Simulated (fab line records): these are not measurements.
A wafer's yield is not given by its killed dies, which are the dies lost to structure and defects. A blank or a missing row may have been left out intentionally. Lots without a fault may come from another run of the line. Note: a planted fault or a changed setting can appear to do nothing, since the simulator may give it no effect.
Tool commonality check	flow nand_harc	Sampled: 13 lots, 39 wafers

## REASON FOR OPENING
Flagged at NHARC_A_ONON_D1_THK_MEAS_21: reading thk_nm, on 2 of 13 lots. No-fault wafers: 1001 nm, standard deviation 10.
Rule: flag the lot when none of its wafers has a number, or when each of its wafers that has one lies beyond 4 standard deviations from that mean. As for the other lots, they are considered sound.

lot	measured	on	thk_nm (nm), wafer by wafer	flag
L402	day 8 03:49	film_metro-01	990 991 991	
L404	day 8 16:19	film_metro-01	987 989 986	
L407	day 8 22:41	film_metro-01	1007 1007 1007	
L403	day 8 22:41	film_metro-02	988 989 989	
L406	day 9 03:10	film_metro-01	1017 1017 1016	
L408	day 9 18:40	film_metro-01	1006 1006 1004	
L409	day 9 18:40	film_metro-02	982 984 983	
L412	day 10 13:49	film_metro-01	995 994 993	
L414	day 11 04:50	film_metro-01	997 996 997	
L418	day 12 10:53	film_metro-01	1012 1011 1010	
L419	day 12 10:54	film_metro-02	1010 1008 1009	
L421	day 13 01:39	film_metro-02	1058 1056 1055	FLAGGED
L423	day 13 09:35	film_metro-01	1081 1080 1080	FLAGGED
The mean of the flagged lots' numbers is 1068 nm, +67 nm from the usual (+7 standard deviations).

## WHICH TOOL EACH LOT WENT THROUGH
Before the reading, the record contains 3 process steps out of a 1159-step route. Every cell lists first the tool, next ch and the chambers used by the sampled wafers, and last the start.
lot	flag	NHARC_P_BONDPAD_ACTIVATE_29	NHARC_A_ZERO_WELL_RTA_16	NHARC_A_ONON_D1_DEP_19
L402		rie_diel-02 ch 0,2,3, day 6 15:08	rtp_anneal-02 ch 0, day 6 17:34	pecvd_onon-04 ch 0, day 8 03:18
L404		rie_diel-07 ch 0,1,3, day 7 04:26	rtp_anneal-02 ch 0, day 7 07:26	pecvd_onon-03 ch 0, day 8 15:59
L407		rie_diel-02 ch 1,3, day 7 15:58	rtp_anneal-01 ch 0, day 7 18:49	pecvd_onon-02 ch 0, day 8 22:17
L403		rie_diel-09 ch 1,2, day 7 12:56	rtp_anneal-01 ch 0, day 7 15:43	pecvd_onon-04 ch 0, day 8 22:10
L406		rie_diel-02 ch 0,3, day 7 16:50	rtp_anneal-01 ch 0, day 7 19:38	pecvd_onon-02 ch 0, day 9 02:46
L408		rie_diel-02 ch 0,1, day 8 09:37	rtp_anneal-02 ch 0, day 8 12:01	pecvd_onon-03 ch 0, day 9 18:09
L409		rie_diel-02 ch 2,3, day 8 10:28	rtp_anneal-01 ch 0, day 8 12:59	pecvd_onon-04 ch 0, day 9 18:10
L412		rie_diel-02 ch 0,2,3, day 9 00:58	rtp_anneal-01 ch 0, day 9 03:31	pecvd_onon-03 ch 0, day 10 13:22
L414		rie_diel-02 ch 0,1,2, day 9 19:01	rtp_anneal-01 ch 0, day 9 21:32	pecvd_onon-02 ch 0, day 11 04:23
L418		rie_diel-02 ch 0,2,3, day 10 21:04	rtp_anneal-01 ch 0, day 10 23:37	pecvd_onon-03 ch 0, day 12 10:30
L419		rie_diel-02 ch 2,3, day 10 22:02	rtp_anneal-02 ch 0, day 11 00:37	pecvd_onon-04 ch 0, day 12 10:30
L421	FLAGGED	rie_diel-02 ch 0,1,2, day 11 12:34	rtp_anneal-01 ch 0, day 11 15:07	pecvd_onon-04 ch 0, day 13 01:12
L423	FLAGGED	rie_diel-02 ch 0,2, day 11 23:29	rtp_anneal-01 ch 0, day 12 02:05	pecvd_onon-04 ch 0, day 13 09:11
What these steps do:
- NHARC_P_BONDPAD_ACTIVATE_29: chemistry N2, time 60 s.
- NHARC_A_ZERO_WELL_RTA_16: time 10 s.
- NHARC_A_ONON_D1_DEP_19: target thk 1000 nm.
- NHARC_A_ONON_D1_THK_MEAS_21: measures by ellipsometry.

## FLAGGED AGAINST TOTAL, ONE TOOL AT A TIME (gauges that did the reading follow at the end)
step	tool	lots run	flagged	share of the flagged lots	sound lots run after its first flagged lot
NHARC_P_BONDPAD_ACTIVATE_29	rie_diel-02	11	2	all	0
NHARC_P_BONDPAD_ACTIVATE_29	rie_diel-07	1	0	none	-
NHARC_P_BONDPAD_ACTIVATE_29	rie_diel-09	1	0	none	-
NHARC_A_ZERO_WELL_RTA_16	rtp_anneal-01	9	2	all	0
NHARC_A_ZERO_WELL_RTA_16	rtp_anneal-02	4	0	none	-
NHARC_A_ONON_D1_DEP_19	pecvd_onon-02	3	0	none	-
NHARC_A_ONON_D1_DEP_19	pecvd_onon-03	4	0	none	-
NHARC_A_ONON_D1_DEP_19	pecvd_onon-04	6	2	all	0
NHARC_A_ONON_D1_THK_MEAS_21	film_metro-01	9	1	some	0
NHARC_A_ONON_D1_THK_MEAS_21	film_metro-02	4	1	some	0

## THE TABLE: WHAT IT ALLOWS
3 rows of the table ran every flagged lot: rie_diel-02 at NHARC_P_BONDPAD_ACTIVATE_29, rtp_anneal-01 at NHARC_A_ZERO_WELL_RTA_16, pecvd_onon-04 at NHARC_A_ONON_D1_DEP_19.
- rie_diel-02 at NHARC_P_BONDPAD_ACTIVATE_29: 2 of its 11 lots flagged. Its last sound lot is L419 (day 10 22:02), its first flagged lot L421 (day 11 12:34): a fault that began between those two fits.
- rtp_anneal-01 at NHARC_A_ZERO_WELL_RTA_16: 2 of its 9 lots flagged. Its last sound lot is L418 (day 10 23:37), its first flagged lot L421 (day 11 15:07): a fault that began between those two fits.
- pecvd_onon-04 at NHARC_A_ONON_D1_DEP_19: 2 of its 6 lots flagged. Its last sound lot is L419 (day 12 10:30), its first flagged lot L421 (day 13 01:12): a fault that began between those two fits.
These 3 tools cannot be told apart by counting lots, since each of them fits a fault that started at some hour. More lots, or a look at what each step does to the wafer, might.

## WHAT WAS PUT IN BY THE SIMULATOR
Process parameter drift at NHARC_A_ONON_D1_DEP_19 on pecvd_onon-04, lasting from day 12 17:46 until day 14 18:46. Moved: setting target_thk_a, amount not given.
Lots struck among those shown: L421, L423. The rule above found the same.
